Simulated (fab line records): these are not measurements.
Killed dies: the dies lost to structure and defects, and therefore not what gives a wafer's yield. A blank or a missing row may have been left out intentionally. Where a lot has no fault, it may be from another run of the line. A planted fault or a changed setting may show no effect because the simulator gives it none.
Struck lot and sound lot, side by side ; flow n5Finfet ; 37 out of 1938 route steps
Sound: these wafers, L409.2, L409.3, L409.6. The struck wafers were L415.1, L415.2, L415.3. The cause is given at the end.
Order at every step that has rows: each side's tool, ch and its chambers, its first start. Under that, the readings that differ: sound wafers ; struck wafers ; difference of the means ; sigmas: that difference in standard deviations of wafers without a fault.
alike: a reading whose means differ by less than 2 such deviations, as well as words and numbers matching on both sides. not compared: withheld readings; readings where some wafer has no value; bounds like >300 that might hide an equal value; numbers whose values overlap and for which the record gives no deviation.
A row with sigmas, a row that says differs or no value, or rows on one side alone: a step with any of these is where the two part. Numbers that have no deviation but don't overlap get no sigmas and don't part them. A reading that every wafer of one side lacks parts them only if that side has two wafers or more.

first, 2 steps without rows for these wafers: N5_BEOL_M5_ETCH_75 (etches underlayer in N2/H2, target depth 6.5 nm, time 5.2 s); N5_BEOL_M5_ETCH_67 (etches SiARC in CF4, target depth 15.6 nm, time 26 s).
N5_BEOL_M5_ETCH_68: etches SOC in N2/H2, target depth 80 nm, overetch 16 nm, time 120 s.
  sound on rieDiel-06 ch 1,3, day 10 12:10; struck on rieDiel-01 ch 0,2,3, day 11 19:47
reading;sound;struck;difference;sigmas
rfFwdPowerW (W);840.4 838.2 838.2;832.0 830.7 836.3;-5.9;-2
  alike: drypumpMotorCurrentA, oesProductAu, rfVppV, showerheadPlenumPTorr, throttleValvePct
  not compared: rfHoursCounterH
then, 2 steps without rows for these wafers: N5_BEOL_M5_STRIP_69 (strips in N2/H2); N5_BEOL_M5_STRIP_76 (strips in N2/H2).
N5_BEOL_M5_VIA_ETCH_34: etches SiCOH lowk in C4F6/O2, target depth 88.3 nm, time 39.2 s.
  sound on rieDiel-06 ch 1,3, day 10 12:16; struck on rieDiel-01 ch 0,2,3, day 11 19:53
  alike: drypumpMotorCurrentA, oesProductAu, rfFwdPowerW, rfVppV, showerheadPlenumPTorr, throttleValvePct
  not compared: rfHoursCounterH
then, 3 steps without rows for these wafers: N5_BEOL_M5_STRIP_85 (strips in C4F6/O2); N5_BEOL_M5_STRIP_36 (strips in N2/H2); N5_BEOL_M5_TRENCH_ETCH_37 (etches SiCOH lowk in C4F6/O2, target depth 71.652 nm, time 24.7 s).
N5_BEOL_M5_ETCH_41: etches SiCN in CH3F/O2, target depth 31.5 nm, time 56.7 s.
  sound: rieDiel-06 ch 1,3; struck: rieDiel-01 ch 0,2,3
  alike: CH3F_flow_sccm, drypumpMotorCurrentA, oesProductAu, rfFwdPowerW, rfVppV, showerheadPlenumPTorr, throttleValvePct
  not compared: rfHoursCounterH
then, 1 step without rows for these wafers: N5_BEOL_M5_STRIP_91 (strips in N2/H2, time 10 s).
N5_BEOL_M5_OCD_MEAS_38:
  sound: ocd-01 at day 10 12:31; struck: ocd-01 at day 11 20:07
  alike: trenchDepthNm
N5_BEOL_M5_HM_STRIP_39: strips TiN in peroxide tin strip, target depth 25 nm, time 158 s.
  sound on wetBench-03 ch 2,3,5, day 10 12:32; struck on wetBench-01 ch 0,3,4, day 11 20:09
  no value came back on the struck wafers for bathGuardTempC (C), bathHeatDutyPct (%); on the sound wafers bathGuardTempC (C) reads 48.8 49.8 49.6
reading;sound;struck;difference;sigmas
model.TiN_of_BEOL_M5_HM_DEP_02.thkNm (nm);0 0 0;18 17.8 17.8;+18;
then, 1 step without rows for these wafers: N5_BEOL_M5_SRD_40 (time 30 s).
N5_BEOL_M5_PRECLEAN_42: cleans in residue remover, time 60 s.
  sound on wetBench-03 ch 2,3,5, day 10 12:36; struck on wetBench-01 ch 0,3,4, day 11 20:13
reading;sound;struck;difference;sigmas
model.TiN_of_BEOL_M5_HM_DEP_02.thkNm (nm);0 0 0;7 6.8 6.8;+7;
  alike: bathHeatDutyPct
then, 1 step without rows for these wafers: N5_BEOL_M5_SRD_43 (time 30 s).
N5_BEOL_M5_CD_MEAS_35: target cd 28 nm, target cd y 24 nm.
  sound: cdSem-03 at day 10 12:40; struck: cdSem-02 at day 11 20:16
  alike: cdNm
then, 9 steps without rows for these wafers: N5_BEOL_M5_CURE_80 (cures SiCOH lowk, time 120 s); N5_BEOL_M5_DEGAS_44 (time 60 s); N5_BEOL_M5_PRE_CLEAN_45 (time 30 s); N5_BEOL_M5_ALD_86 (deposits TaN, pulse time 2 s, purge time 3 s, co reactant purge time 2 s); N5_BEOL_M5_SURFACE_TREAT_87; N5_BEOL_M5_CVD_47 (deposits Co from CCTBA/H2, target thk 3 nm, time 216 s); N5_BEOL_M5_SPUTTER_48 (material Cu, target thk 15 nm, time 27.62 s); N5_BEOL_M5_ANNEAL_49 (time 1800 s); N5_BEOL_M5_SPUTTER_81 (material Cu, target thk 15 nm, time 27.62 s).
N5_BEOL_M5_ANNEAL_82: time 1800 s.
  sound: pvdSputter-01 at day 10 16:20; struck: pvdSputter-02 at day 11 22:49
  alike: heaterPowerW, susceptorTempC
then, 2 steps without rows for these wafers: N5_BEOL_M5_SPUTTER_83 (material Cu, target thk 15 nm, time 27.62 s); N5_BEOL_M5_ANNEAL_84 (time 1800 s).
N5_BEOL_M5_SPUTTER_88: material Cu, target thk 15 nm, time 27.62 s.
  sound: pvdSputter-01 at day 10 18:26; struck: pvdSputter-02 at day 12 00:55
  alike: susceptorTempC, throttleValvePct
then, 4 steps without rows for these wafers: N5_BEOL_M5_ANNEAL_89 (time 1800 s); N5_BEOL_M5_SPUTTER_90 (material Cu, target thk 4.5 nm, time 8.29 s); N5_BEOL_M5_ECD_50 (material Cu, target thk 300 nm); N5_BEOL_M5_ANNEAL_51 (time 90 s).
N5_BEOL_M5_CMP_52: polishes, stops on SiCOH lowk, t overpolish 6.9 s, target thk 62 nm.
  sound on cmp-03 ch 1,2,3, day 10 20:06; struck on cmp-02 ch 0,1,3, day 12 02:58
reading;sound;struck;difference;sigmas
barrierFieldEndpointS (s);24.8 25.5 25.8;31.6 33.2 32.0;+6.9;+11
  alike: clearingPlatenDownForcePsi, motorCurrentA
N5_BEOL_M5_THK_MEAS_53: measures by xrf.
  sound: filmMetro-01 at day 10 20:19; struck: filmMetro-02 at day 12 03:14
  alike: M5_THK
-- a jump in the record: the struck wafers' starts before and after are 5 days apart (it breaks off in module BEOL_M5 and resumes in module PASSIVATION, where the first step shown is number 1936 of the route) --
N5_PASSIVATION_PROBE_49:
  rows exist in the record for the struck wafers here (prober-02, day 16 16:45), but not for the sound ones

WHERE THEY PART
First at N5_BEOL_M5_ETCH_68; last, within this record, at N5_PASSIVATION_PROBE_49.

WHY: what the simulator had put in
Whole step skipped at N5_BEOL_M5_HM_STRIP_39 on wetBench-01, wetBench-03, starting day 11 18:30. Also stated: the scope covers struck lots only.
